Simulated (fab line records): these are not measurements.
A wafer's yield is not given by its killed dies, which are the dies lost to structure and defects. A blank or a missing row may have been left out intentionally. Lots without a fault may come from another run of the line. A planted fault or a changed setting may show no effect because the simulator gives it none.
fab line records || flow n5_finfet || part 2 of 2: steps 20 to 31 of 31
record {"lots": 5, "wafers": 15, "last_day": 16}
route steps=1938 shown DUMMY_GATE@238 SPACER0@258 SD_EPI_N@262
lots that met no fault: from a run of the same line without faults
start_h: hours from the record's first day to the start of the lot's first wafer shown || wait_h: time in hours since the lot's previous step || " repeats the value in the row above || L1.1+2: one row covering several wafers at once || - no value, or no start given || * or withheld: withheld || < > ~ a bound
route shown NAME@n: a module of which the file shows steps, and the number in the route of the first || usual: the fault-free wafers' mean and standard deviation || same: alike in all rows || chamber/n: place in a boat || sites: each site's reading || _std_site: how widely they spread, as a standard deviation || _edge_site: mean of outer sites minus mean of inner sites || radius_mm: for every site, how far away it sits from the centre of the wafer || mask NAME#n: copy n || behind: the tool/chamber that last shaped the wafer || hold: reason for holding the lot/hours on hold/outcome of the hold || device: whichever transistor did not switch (one of n, p or np) || end of line: tests of these same wafers at the route's end || where a step has no rows: the recipe by itself || killed: at the first sort, the dies lost to defects and structure; wafer yield is something else || map: shows each die of a wafer: x if killed, . if not, _ if none is there
set.NAME: the setting the step ran with; set.NAME@STEP: the setting that earlier step ran with || model.NAME: the simulator's own value behind a step, which no gauge read
certain route steps with their lots: each step a table, each wafer a row
services: when a tool's chamber went out of use (start_h, in hours from the record's first day, below 0 if earlier), for how many hours, and the reason
## steps
# step N5_DUMMY_GATE_INSPECT_27
# recipe {"inspect_instrument": "brightfield", "mode": "aei"}
# usual {"raw_defect_count": "309/79"}
{"lot.wafer": "L084.3", "tool": "defect_inspect-01", "chamber": "-", "start_h": 109.60, "wait_h": 0.0, "raw_defect_count": 269}
{"lot.wafer": "L084.4", "tool": "defect_inspect-01", "chamber": "-", "start_h": 109.60, "wait_h": 0.0, "raw_defect_count": 350}
{"lot.wafer": "L084.6", "tool": "defect_inspect-01", "chamber": "-", "start_h": 109.60, "wait_h": 0.0, "raw_defect_count": 293}
{"lot.wafer": "L087.4", "tool": "defect_inspect-02", "chamber": "-", "start_h": 129.82, "wait_h": 0.0, "raw_defect_count": 339}
{"lot.wafer": "L087.5", "tool": "defect_inspect-02", "chamber": "-", "start_h": 129.82, "wait_h": 0.0, "raw_defect_count": 422}
{"lot.wafer": "L087.6", "tool": "defect_inspect-02", "chamber": "-", "start_h": 129.82, "wait_h": 0.0, "raw_defect_count": 336}
{"lot.wafer": "L088.4", "tool": "defect_inspect-01", "chamber": "-", "start_h": 132.90, "wait_h": 0.0, "raw_defect_count": 466}
{"lot.wafer": "L088.5", "tool": "defect_inspect-01", "chamber": "-", "start_h": 132.90, "wait_h": 0.0, "raw_defect_count": 284}
{"lot.wafer": "L088.6", "tool": "defect_inspect-01", "chamber": "-", "start_h": 132.90, "wait_h": 0.0, "raw_defect_count": 197}
{"lot.wafer": "L089.2", "tool": "defect_inspect-01", "chamber": "-", "start_h": 137.80, "wait_h": 0.0, "raw_defect_count": 346}
{"lot.wafer": "L089.5", "tool": "defect_inspect-01", "chamber": "-", "start_h": 137.80, "wait_h": 0.0, "raw_defect_count": 469}
{"lot.wafer": "L089.6", "tool": "defect_inspect-01", "chamber": "-", "start_h": 137.80, "wait_h": 0.0, "raw_defect_count": 254}
{"lot.wafer": "L093.2", "tool": "defect_inspect-01", "chamber": "-", "start_h": 162.06, "wait_h": 0.0, "raw_defect_count": 243}
{"lot.wafer": "L093.3", "tool": "defect_inspect-01", "chamber": "-", "start_h": 162.06, "wait_h": 0.0, "raw_defect_count": 422}
{"lot.wafer": "L093.5", "tool": "defect_inspect-01", "chamber": "-", "start_h": 162.06, "wait_h": 0.0, "raw_defect_count": 315}
# step N5_SPACER0_ALD_07
# recipe {"material": "SiNx", "target_thk_a": 20, "temp_c": 400, "ald_precursor_family": "SiH2I2", "ald_co_reactant": "N2/H2-plasma", "pressure_torr": 2}
# usual {"heater_power_w": "857/85"}
{"lot.wafer": "L084.3", "tool": "ald_sin-01", "chamber": 1, "start_h": 110.08, "wait_h": 0.5, "heater_power_w": 901}
{"lot.wafer": "L084.4", "tool": "ald_sin-01", "chamber": 0, "start_h": 110.08, "wait_h": 0.5, "heater_power_w": 997}
{"lot.wafer": "L084.6", "tool": "ald_sin-01", "chamber": 2, "start_h": 110.08, "wait_h": 0.5, "heater_power_w": 973}
{"lot.wafer": "L087.4", "tool": "ald_sin-01", "chamber": 1, "start_h": 129.92, "wait_h": 0.1, "heater_power_w": 894}
{"lot.wafer": "L087.5", "tool": "ald_sin-01", "chamber": 2, "start_h": 129.92, "wait_h": 0.1, "heater_power_w": 972}
{"lot.wafer": "L087.6", "tool": "ald_sin-01", "chamber": 1, "start_h": 129.92, "wait_h": 0.1, "heater_power_w": 905}
{"lot.wafer": "L088.4", "tool": "ald_sin-01", "chamber": 3, "start_h": 132.94, "wait_h": 0.0, "heater_power_w": 729}
{"lot.wafer": "L088.5", "tool": "ald_sin-01", "chamber": 1, "start_h": 132.94, "wait_h": 0.0, "heater_power_w": 884}
{"lot.wafer": "L088.6", "tool": "ald_sin-01", "chamber": 0, "start_h": 132.94, "wait_h": 0.0, "heater_power_w": 997}
{"lot.wafer": "L089.2", "tool": "ald_sin-04", "chamber": 2, "start_h": 137.84, "wait_h": 0.0, "heater_power_w": 747}
{"lot.wafer": "L089.5", "tool": "ald_sin-04", "chamber": 3, "start_h": 137.84, "wait_h": 0.0, "heater_power_w": 906}
{"lot.wafer": "L089.6", "tool": "ald_sin-04", "chamber": 2, "start_h": 137.84, "wait_h": 0.0, "heater_power_w": 780}
{"lot.wafer": "L093.2", "tool": "ald_sin-01", "chamber": 2, "start_h": 162.10, "wait_h": 0.0, "heater_power_w": 944}
{"lot.wafer": "L093.3", "tool": "ald_sin-01", "chamber": 0, "start_h": 162.10, "wait_h": 0.0, "heater_power_w": 1006}
{"lot.wafer": "L093.5", "tool": "ald_sin-01", "chamber": 3, "start_h": 162.10, "wait_h": 0.0, "heater_power_w": 744}
# step N5_SPACER0_ALD_00
# recipe {"material": "SiOCN", "target_thk_a": 35, "temp_c": 400, "ald_precursor_family": "alkyl-aminosilane", "ald_co_reactant": "O2/N2-plasma", "pulse_time_s": 3, "purge_time_s": 2, "co_reactant_purge_time_s": 2, "ald_cycles": 58, "pressure_torr": 2}
# usual {"heater_power_w": "859/84", "precursor_pulse_height_rel": "0.998/0.021"}
{"lot.wafer": "L084.3", "tool": "ald_sin-01", "chamber": 1, "start_h": 110.23, "wait_h": 0.1, "heater_power_w": 888, "precursor_pulse_height_rel": 0.968}
{"lot.wafer": "L084.4", "tool": "ald_sin-01", "chamber": 0, "start_h": 110.23, "wait_h": 0.1, "heater_power_w": 1011, "precursor_pulse_height_rel": 1.005}
{"lot.wafer": "L084.6", "tool": "ald_sin-01", "chamber": 2, "start_h": 110.23, "wait_h": 0.1, "heater_power_w": 974, "precursor_pulse_height_rel": 1.002}
{"lot.wafer": "L087.4", "tool": "ald_sin-01", "chamber": 1, "start_h": 130.07, "wait_h": 0.1, "heater_power_w": 898, "precursor_pulse_height_rel": 0.971}
{"lot.wafer": "L087.5", "tool": "ald_sin-01", "chamber": 2, "start_h": 130.07, "wait_h": 0.1, "heater_power_w": 1000, "precursor_pulse_height_rel": 0.974}
{"lot.wafer": "L087.6", "tool": "ald_sin-01", "chamber": 1, "start_h": 130.07, "wait_h": 0.1, "heater_power_w": 897, "precursor_pulse_height_rel": 1.040}
{"lot.wafer": "L088.4", "tool": "ald_sin-01", "chamber": 3, "start_h": 133.09, "wait_h": 0.1, "heater_power_w": 737, "precursor_pulse_height_rel": 1.008}
{"lot.wafer": "L088.5", "tool": "ald_sin-01", "chamber": 1, "start_h": 133.09, "wait_h": 0.1, "heater_power_w": 906, "precursor_pulse_height_rel": 1.001}
{"lot.wafer": "L088.6", "tool": "ald_sin-01", "chamber": 0, "start_h": 133.09, "wait_h": 0.1, "heater_power_w": 1004, "precursor_pulse_height_rel": 1.011}
{"lot.wafer": "L089.2", "tool": "ald_sin-04", "chamber": 2, "start_h": 137.99, "wait_h": 0.1, "heater_power_w": 758, "precursor_pulse_height_rel": 0.996}
{"lot.wafer": "L089.5", "tool": "ald_sin-04", "chamber": 3, "start_h": 137.99, "wait_h": 0.1, "heater_power_w": 905, "precursor_pulse_height_rel": 0.987}
{"lot.wafer": "L089.6", "tool": "ald_sin-04", "chamber": 2, "start_h": 137.99, "wait_h": 0.1, "heater_power_w": 749, "precursor_pulse_height_rel": 1.015}
{"lot.wafer": "L093.2", "tool": "ald_sin-01", "chamber": 2, "start_h": 162.25, "wait_h": 0.1, "heater_power_w": 957, "precursor_pulse_height_rel": 0.983}
{"lot.wafer": "L093.3", "tool": "ald_sin-01", "chamber": 0, "start_h": 162.25, "wait_h": 0.1, "heater_power_w": 1006, "precursor_pulse_height_rel": 0.956}
{"lot.wafer": "L093.5", "tool": "ald_sin-01", "chamber": 3, "start_h": 162.25, "wait_h": 0.1, "heater_power_w": 748, "precursor_pulse_height_rel": 0.998}
# step N5_SPACER0_ALD_08
# recipe {"material": "SiNx", "target_thk_a": 20, "temp_c": 400, "ald_precursor_family": "SiH2I2", "ald_co_reactant": "N2/H2-plasma", "pressure_torr": 2}
# usual {"heater_power_w": "861/86"}
{"lot.wafer": "L084.3", "tool": "ald_sin-01", "chamber": 1, "start_h": 110.49, "wait_h": 0.1, "heater_power_w": 874}
{"lot.wafer": "L084.4", "tool": "ald_sin-01", "chamber": 0, "start_h": 110.49, "wait_h": 0.1, "heater_power_w": 1002}
{"lot.wafer": "L084.6", "tool": "ald_sin-01", "chamber": 2, "start_h": 110.49, "wait_h": 0.1, "heater_power_w": 963}
{"lot.wafer": "L087.4", "tool": "ald_sin-01", "chamber": 1, "start_h": 130.33, "wait_h": 0.1, "heater_power_w": 877}
{"lot.wafer": "L087.5", "tool": "ald_sin-01", "chamber": 2, "start_h": 130.33, "wait_h": 0.1, "heater_power_w": 973}
{"lot.wafer": "L087.6", "tool": "ald_sin-01", "chamber": 1, "start_h": 130.33, "wait_h": 0.1, "heater_power_w": 894}
{"lot.wafer": "L088.4", "tool": "ald_sin-01", "chamber": 3, "start_h": 133.35, "wait_h": 0.1, "heater_power_w": 752}
{"lot.wafer": "L088.5", "tool": "ald_sin-01", "chamber": 1, "start_h": 133.35, "wait_h": 0.1, "heater_power_w": 916}
{"lot.wafer": "L088.6", "tool": "ald_sin-01", "chamber": 0, "start_h": 133.35, "wait_h": 0.1, "heater_power_w": 995}
{"lot.wafer": "L089.2", "tool": "ald_sin-04", "chamber": 2, "start_h": 138.25, "wait_h": 0.1, "heater_power_w": 790}
{"lot.wafer": "L089.5", "tool": "ald_sin-04", "chamber": 3, "start_h": 138.25, "wait_h": 0.1, "heater_power_w": 903}
{"lot.wafer": "L089.6", "tool": "ald_sin-04", "chamber": 2, "start_h": 138.25, "wait_h": 0.1, "heater_power_w": 772}
{"lot.wafer": "L093.2", "tool": "ald_sin-01", "chamber": 2, "start_h": 162.51, "wait_h": 0.1, "heater_power_w": 977}
{"lot.wafer": "L093.3", "tool": "ald_sin-01", "chamber": 0, "start_h": 162.51, "wait_h": 0.1, "heater_power_w": 1008}
{"lot.wafer": "L093.5", "tool": "ald_sin-01", "chamber": 3, "start_h": 162.51, "wait_h": 0.1, "heater_power_w": 731}
# step N5_SPACER0_INSPECT_04
# recipe {"inspect_instrument": "darkfield", "mode": "post_dep"}
# usual {"raw_defect_count": "142/38"}
{"lot.wafer": "L084.3", "tool": "defect_inspect-01", "chamber": "-", "start_h": 110.65, "wait_h": 0.1, "raw_defect_count": 122}
{"lot.wafer": "L084.4", "tool": "defect_inspect-01", "chamber": "-", "start_h": 110.65, "wait_h": 0.1, "raw_defect_count": 148}
{"lot.wafer": "L084.6", "tool": "defect_inspect-01", "chamber": "-", "start_h": 110.65, "wait_h": 0.1, "raw_defect_count": 99}
{"lot.wafer": "L087.4", "tool": "defect_inspect-02", "chamber": "-", "start_h": 130.49, "wait_h": 0.1, "raw_defect_count": 165}
{"lot.wafer": "L087.5", "tool": "defect_inspect-02", "chamber": "-", "start_h": 130.49, "wait_h": 0.1, "raw_defect_count": 202}
{"lot.wafer": "L087.6", "tool": "defect_inspect-02", "chamber": "-", "start_h": 130.49, "wait_h": 0.1, "raw_defect_count": 174}
{"lot.wafer": "L088.4", "tool": "defect_inspect-02", "chamber": "-", "start_h": 133.50, "wait_h": 0.1, "raw_defect_count": 170}
{"lot.wafer": "L088.5", "tool": "defect_inspect-02", "chamber": "-", "start_h": 133.50, "wait_h": 0.1, "raw_defect_count": 112}
{"lot.wafer": "L088.6", "tool": "defect_inspect-02", "chamber": "-", "start_h": 133.50, "wait_h": 0.1, "raw_defect_count": 67}
{"lot.wafer": "L089.2", "tool": "defect_inspect-02", "chamber": "-", "start_h": 138.41, "wait_h": 0.1, "raw_defect_count": 144}
{"lot.wafer": "L089.5", "tool": "defect_inspect-02", "chamber": "-", "start_h": 138.41, "wait_h": 0.1, "raw_defect_count": 184}
{"lot.wafer": "L089.6", "tool": "defect_inspect-02", "chamber": "-", "start_h": 138.41, "wait_h": 0.1, "raw_defect_count": 132}
{"lot.wafer": "L093.2", "tool": "defect_inspect-01", "chamber": "-", "start_h": 162.66, "wait_h": 0.1, "raw_defect_count": 153}
{"lot.wafer": "L093.3", "tool": "defect_inspect-01", "chamber": "-", "start_h": 162.66, "wait_h": 0.1, "raw_defect_count": 155}
{"lot.wafer": "L093.5", "tool": "defect_inspect-01", "chamber": "-", "start_h": 162.66, "wait_h": 0.1, "raw_defect_count": 146}
# step N5_SD_EPI_N_COAT_32
# recipe {"resist": "SOC", "temp_c": 250, "time_s": 60, "spin_rpm": 1500, "resist_thk_nm": 350}
# usual {"dispense_pressure_kPa": "51.5/1.7"}
{"lot.wafer": "L084.3", "tool": "litho_track-03", "chamber": 0, "start_h": 110.68, "wait_h": 0.0, "dispense_pressure_kPa": 49.7}
{"lot.wafer": "L084.4", "tool": "litho_track-03", "chamber": 0, "start_h": 110.68, "wait_h": 0.0, "dispense_pressure_kPa": 49.7}
{"lot.wafer": "L084.6", "tool": "litho_track-03", "chamber": 0, "start_h": 110.68, "wait_h": 0.0, "dispense_pressure_kPa": 49.7}
{"lot.wafer": "L087.4", "tool": "litho_track-03", "chamber": 0, "start_h": 130.52, "wait_h": 0.0, "dispense_pressure_kPa": 49.7}
{"lot.wafer": "L087.5", "tool": "litho_track-03", "chamber": 0, "start_h": 130.52, "wait_h": 0.0, "dispense_pressure_kPa": 49.8}
{"lot.wafer": "L087.6", "tool": "litho_track-03", "chamber": 0, "start_h": 130.52, "wait_h": 0.0, "dispense_pressure_kPa": 49.7}
{"lot.wafer": "L088.4", "tool": "litho_track-04", "chamber": 0, "start_h": 133.54, "wait_h": 0.0, "dispense_pressure_kPa": 51.5}
{"lot.wafer": "L088.5", "tool": "litho_track-04", "chamber": 0, "start_h": 133.54, "wait_h": 0.0, "dispense_pressure_kPa": 51.5}
{"lot.wafer": "L088.6", "tool": "litho_track-04", "chamber": 0, "start_h": 133.54, "wait_h": 0.0, "dispense_pressure_kPa": 51.5}
{"lot.wafer": "L089.2", "tool": "litho_track-03", "chamber": 0, "start_h": 138.44, "wait_h": 0.0, "dispense_pressure_kPa": 49.8}
{"lot.wafer": "L089.5", "tool": "litho_track-03", "chamber": 0, "start_h": 138.44, "wait_h": 0.0, "dispense_pressure_kPa": 49.7}
{"lot.wafer": "L089.6", "tool": "litho_track-03", "chamber": 0, "start_h": 138.44, "wait_h": 0.0, "dispense_pressure_kPa": 49.8}
{"lot.wafer": "L093.2", "tool": "litho_track-04", "chamber": 0, "start_h": 162.70, "wait_h": 0.0, "dispense_pressure_kPa": 51.5}
{"lot.wafer": "L093.3", "tool": "litho_track-04", "chamber": 0, "start_h": 162.70, "wait_h": 0.0, "dispense_pressure_kPa": 51.5}
{"lot.wafer": "L093.5", "tool": "litho_track-04", "chamber": 0, "start_h": 162.70, "wait_h": 0.0, "dispense_pressure_kPa": 51.5}
# step N5_SD_EPI_N_COAT_33
# recipe {"resist": "SiARC", "temp_c": 220, "time_s": 60, "spin_rpm": 1500, "resist_thk_nm": 35}
# usual {"dispense_pressure_kPa": "51.5/1.7"}
{"lot.wafer": "L084.3", "tool": "litho_track-03", "chamber": 0, "start_h": "-", "wait_h": "-", "dispense_pressure_kPa": 49.7}
{"lot.wafer": "L084.4", "tool": "litho_track-03", "chamber": 0, "start_h": "-", "wait_h": "-", "dispense_pressure_kPa": 49.8}
{"lot.wafer": "L084.6", "tool": "litho_track-03", "chamber": 0, "start_h": "-", "wait_h": "-", "dispense_pressure_kPa": 49.8}
{"lot.wafer": "L087.4", "tool": "litho_track-03", "chamber": 0, "start_h": "-", "wait_h": "-", "dispense_pressure_kPa": 49.8}
{"lot.wafer": "L087.5", "tool": "litho_track-03", "chamber": 0, "start_h": "-", "wait_h": "-", "dispense_pressure_kPa": 49.8}
{"lot.wafer": "L087.6", "tool": "litho_track-03", "chamber": 0, "start_h": "-", "wait_h": "-", "dispense_pressure_kPa": 49.8}
{"lot.wafer": "L088.4", "tool": "litho_track-04", "chamber": 0, "start_h": "-", "wait_h": "-", "dispense_pressure_kPa": 51.6}
{"lot.wafer": "L088.5", "tool": "litho_track-04", "chamber": 0, "start_h": "-", "wait_h": "-", "dispense_pressure_kPa": 51.6}
{"lot.wafer": "L088.6", "tool": "litho_track-04", "chamber": 0, "start_h": "-", "wait_h": "-", "dispense_pressure_kPa": 51.5}
{"lot.wafer": "L089.2", "tool": "litho_track-03", "chamber": 0, "start_h": "-", "wait_h": "-", "dispense_pressure_kPa": 49.8}
{"lot.wafer": "L089.5", "tool": "litho_track-03", "chamber": 0, "start_h": "-", "wait_h": "-", "dispense_pressure_kPa": 49.8}
{"lot.wafer": "L089.6", "tool": "litho_track-03", "chamber": 0, "start_h": "-", "wait_h": "-", "dispense_pressure_kPa": 49.8}
{"lot.wafer": "L093.2", "tool": "litho_track-04", "chamber": 0, "start_h": "-", "wait_h": "-", "dispense_pressure_kPa": 51.5}
{"lot.wafer": "L093.3", "tool": "litho_track-04", "chamber": 0, "start_h": "-", "wait_h": "-", "dispense_pressure_kPa": 51.5}
{"lot.wafer": "L093.5", "tool": "litho_track-04", "chamber": 0, "start_h": "-", "wait_h": "-", "dispense_pressure_kPa": 51.5}
# step N5_SD_EPI_N_COAT_03
# recipe {"resist": "CAR-ArF-block", "spin_rpm": 1500, "resist_thk_nm": 150}
# usual {"dispense_pressure_kPa": "51.5/1.8"}
{"lot.wafer": "L084.3", "tool": "litho_track-03", "chamber": 0, "start_h": "-", "wait_h": "-", "dispense_pressure_kPa": 49.7}
{"lot.wafer": "L084.4", "tool": "litho_track-03", "chamber": 0, "start_h": "-", "wait_h": "-", "dispense_pressure_kPa": 49.7}
{"lot.wafer": "L084.6", "tool": "litho_track-03", "chamber": 0, "start_h": "-", "wait_h": "-", "dispense_pressure_kPa": 49.7}
{"lot.wafer": "L087.4", "tool": "litho_track-03", "chamber": 0, "start_h": "-", "wait_h": "-", "dispense_pressure_kPa": 49.7}
{"lot.wafer": "L087.5", "tool": "litho_track-03", "chamber": 0, "start_h": "-", "wait_h": "-", "dispense_pressure_kPa": 49.7}
{"lot.wafer": "L087.6", "tool": "litho_track-03", "chamber": 0, "start_h": "-", "wait_h": "-", "dispense_pressure_kPa": 49.7}
{"lot.wafer": "L088.4", "tool": "litho_track-04", "chamber": 0, "start_h": "-", "wait_h": "-", "dispense_pressure_kPa": 51.6}
{"lot.wafer": "L088.5", "tool": "litho_track-04", "chamber": 0, "start_h": "-", "wait_h": "-", "dispense_pressure_kPa": 51.6}
{"lot.wafer": "L088.6", "tool": "litho_track-04", "chamber": 0, "start_h": "-", "wait_h": "-", "dispense_pressure_kPa": 51.6}
{"lot.wafer": "L089.2", "tool": "litho_track-03", "chamber": 0, "start_h": "-", "wait_h": "-", "dispense_pressure_kPa": 49.7}
{"lot.wafer": "L089.5", "tool": "litho_track-03", "chamber": 0, "start_h": "-", "wait_h": "-", "dispense_pressure_kPa": 49.7}
{"lot.wafer": "L089.6", "tool": "litho_track-03", "chamber": 0, "start_h": "-", "wait_h": "-", "dispense_pressure_kPa": 49.7}
{"lot.wafer": "L093.2", "tool": "litho_track-04", "chamber": 0, "start_h": "-", "wait_h": "-", "dispense_pressure_kPa": 51.6}
{"lot.wafer": "L093.3", "tool": "litho_track-04", "chamber": 0, "start_h": "-", "wait_h": "-", "dispense_pressure_kPa": 51.6}
{"lot.wafer": "L093.5", "tool": "litho_track-04", "chamber": 0, "start_h": "-", "wait_h": "-", "dispense_pressure_kPa": 51.6}
# step N5_SD_EPI_N_EBR_05
# recipe {"solvent": "PGMEA", "ebr_width_mm": 1.5}
{"lot.wafer": "L084.3+4+6", "tool": "litho_track-03", "chamber": 0, "start_h": "-", "wait_h": "-"}
{"lot.wafer": "L087.4+5+6", "tool": "litho_track-03", "chamber": 0, "start_h": "-", "wait_h": "-"}
{"lot.wafer": "L088.4+5+6", "tool": "litho_track-04", "chamber": 0, "start_h": "-", "wait_h": "-"}
{"lot.wafer": "L089.2+5+6", "tool": "litho_track-03", "chamber": 0, "start_h": "-", "wait_h": "-"}
{"lot.wafer": "L093.2+3+5", "tool": "litho_track-04", "chamber": 0, "start_h": "-", "wait_h": "-"}
# step N5_SD_EPI_N_SOFTBAKE_04
# recipe {"temp_c": 110, "time_s": 60, "resist": "CAR-ArF-block"}
{"lot.wafer": "L084.3+4+6", "tool": "litho_track-03", "chamber": 0, "start_h": "-", "wait_h": "-"}
{"lot.wafer": "L087.4+5+6", "tool": "litho_track-03", "chamber": 0, "start_h": "-", "wait_h": "-"}
{"lot.wafer": "L088.4+5+6", "tool": "litho_track-04", "chamber": 0, "start_h": "-", "wait_h": "-"}
{"lot.wafer": "L089.2+5+6", "tool": "litho_track-03", "chamber": 0, "start_h": "-", "wait_h": "-"}
{"lot.wafer": "L093.2+3+5", "tool": "litho_track-04", "chamber": 0, "start_h": "-", "wait_h": "-"}
# step N5_SD_EPI_N_EXPOSE_06
# recipe {"mask_id": "SD_N_BLK", "na": 1.35, "source_shape": "conventional", "sigma_outer": 0.8, "polarization": "unpolarized", "target_cd_nm": 120, "dose_mj": 39.75}
# usual {"focus_offset_nm": "-0.1/0.6"}
{"lot.wafer": "L084.3", "tool": "arfi_scanner-01", "chamber": 0, "start_h": 110.93, "wait_h": "-", "mask": "SD_N_BLK#0", "focus_offset_nm": -0.6}
{"lot.wafer": "L084.4", "tool": "arfi_scanner-01", "chamber": 0, "start_h": 110.93, "wait_h": "-", "mask": "SD_N_BLK#0", "focus_offset_nm": 0.3}
{"lot.wafer": "L084.6", "tool": "arfi_scanner-01", "chamber": 0, "start_h": 110.93, "wait_h": "-", "mask": "SD_N_BLK#0", "focus_offset_nm": 0.0}
{"lot.wafer": "L087.4", "tool": "arfi_scanner-01", "chamber": 0, "start_h": 130.78, "wait_h": "-", "mask": "SD_N_BLK#0", "focus_offset_nm": 0.7}
{"lot.wafer": "L087.5", "tool": "arfi_scanner-01", "chamber": 0, "start_h": 130.78, "wait_h": "-", "mask": "SD_N_BLK#0", "focus_offset_nm": 0.9}
{"lot.wafer": "L087.6", "tool": "arfi_scanner-01", "chamber": 0, "start_h": 130.78, "wait_h": "-", "mask": "SD_N_BLK#0", "focus_offset_nm": 0.5}
{"lot.wafer": "L088.4", "tool": "arfi_scanner-01", "chamber": 0, "start_h": 133.67, "wait_h": "-", "mask": "SD_N_BLK#0", "focus_offset_nm": 0.5}
{"lot.wafer": "L088.5", "tool": "arfi_scanner-01", "chamber": 0, "start_h": 133.67, "wait_h": "-", "mask": "SD_N_BLK#0", "focus_offset_nm": 0.0}
{"lot.wafer": "L088.6", "tool": "arfi_scanner-01", "chamber": 0, "start_h": 133.67, "wait_h": "-", "mask": "SD_N_BLK#0", "focus_offset_nm": 0.2}
{"lot.wafer": "L089.2", "tool": "arfi_scanner-01", "chamber": 0, "start_h": 138.56, "wait_h": "-", "mask": "SD_N_BLK#0", "focus_offset_nm": 0.1}
{"lot.wafer": "L089.5", "tool": "arfi_scanner-01", "chamber": 0, "start_h": 138.56, "wait_h": "-", "mask": "SD_N_BLK#0", "focus_offset_nm": -0.2}
{"lot.wafer": "L089.6", "tool": "arfi_scanner-01", "chamber": 0, "start_h": 138.56, "wait_h": "-", "mask": "SD_N_BLK#0", "focus_offset_nm": 0.9}
{"lot.wafer": "L093.2", "tool": "arfi_scanner-02", "chamber": 0, "start_h": 162.97, "wait_h": "-", "mask": "SD_N_BLK#0", "focus_offset_nm": -0.1}
{"lot.wafer": "L093.3", "tool": "arfi_scanner-02", "chamber": 0, "start_h": 162.97, "wait_h": "-", "mask": "SD_N_BLK#0", "focus_offset_nm": 1.0}
{"lot.wafer": "L093.5", "tool": "arfi_scanner-02", "chamber": 0, "start_h": 162.97, "wait_h": "-", "mask": "SD_N_BLK#0", "focus_offset_nm": 0.5}
# step N5_SD_EPI_N_PEB_07
# recipe {"peb_temp_c": 110, "peb_time_s": 60, "resist": "CAR-ArF-block"}
{"lot.wafer": "L084.3+4+6", "tool": "litho_track-03", "chamber": 0, "start_h": 110.98, "wait_h": 0.0}
{"lot.wafer": "L087.4+5+6", "tool": "litho_track-01", "chamber": 0, "start_h": 130.82, "wait_h": 0.0}
{"lot.wafer": "L088.4+5+6", "tool": "litho_track-01", "chamber": 0, "start_h": 133.71, "wait_h": 0.0}
{"lot.wafer": "L089.2+5+6", "tool": "litho_track-04", "chamber": 0, "start_h": 138.61, "wait_h": 0.0}
{"lot.wafer": "L093.2+3+5", "tool": "litho_track-01", "chamber": 0, "start_h": 163.03, "wait_h": 0.1}
## services
{"tool": "arfi_scanner-01", "chamber": "-", "start_h": 84.88, "hours": 0.8, "kind": "pm"}
{"tool": "ald_sin-01", "chamber": "-", "start_h": 85.29, "hours": 14.0, "kind": "pm"}
{"tool": "ald_sin-01", "chamber": 0, "start_h": 85.29, "hours": 14.0, "kind": "vent_cycle"}
{"tool": "ald_sin-01", "chamber": 1, "start_h": 85.29, "hours": 14.0, "kind": "vent_cycle"}
{"tool": "ald_sin-01", "chamber": 2, "start_h": 85.29, "hours": 14.0, "kind": "vent_cycle"}
{"tool": "ald_sin-01", "chamber": 3, "start_h": 85.29, "hours": 14.0, "kind": "vent_cycle"}
{"tool": "rie_diel-01", "chamber": 0, "start_h": 90.51, "hours": 8.2, "kind": "repair"}
{"tool": "rie_diel-06", "chamber": 0, "start_h": 92.45, "hours": 4.8, "kind": "repair"}
{"tool": "arfi_scanner-01", "chamber": "-", "start_h": 92.57, "hours": 0.8, "kind": "repair"}
{"tool": "arfi_scanner-02", "chamber": "-", "start_h": 93.67, "hours": 2.2, "kind": "repair"}
{"tool": "rie_si-01", "chamber": "-", "start_h": 95.36, "hours": 2.8, "kind": "pm"}
{"tool": "ald_sin-04", "chamber": "-", "start_h": 95.57, "hours": 0.2, "kind": "repair"}
{"tool": "arfi_scanner-02", "chamber": "-", "start_h": 96.36, "hours": 1.0, "kind": "pm"}
{"tool": "ald_sin-01", "chamber": 0, "start_h": 99.29, "hours": "-", "kind": "clean"}
{"tool": "wet_bench-05", "chamber": "-", "start_h": 100.65, "hours": 3.1, "kind": "repair"}
{"tool": "arfi_scanner-02", "chamber": "-", "start_h": 100.70, "hours": 0.8, "kind": "pm"}
{"tool": "ald_sin-04", "chamber": 3, "start_h": 103.49, "hours": 7.6, "kind": "repair"}
{"tool": "litho_track-03", "chamber": "-", "start_h": 105.91, "hours": "-", "kind": "consumable_replace:filter"}
{"tool": "rie_diel-01", "chamber": 0, "start_h": 116.14, "hours": 1.5, "kind": "repair"}
{"tool": "arfi_scanner-01", "chamber": "-", "start_h": 125.65, "hours": 1.3, "kind": "pm"}
{"tool": "rie_diel-01", "chamber": 2, "start_h": 127.11, "hours": 6.6, "kind": "repair"}
{"tool": "rie_diel-03", "chamber": 2, "start_h": 140.26, "hours": 5.8, "kind": "repair"}
{"tool": "rie_diel-06", "chamber": 1, "start_h": 154.34, "hours": 5.2, "kind": "repair"}
{"tool": "arfi_scanner-01", "chamber": "-", "start_h": 160.12, "hours": 6.7, "kind": "repair"}
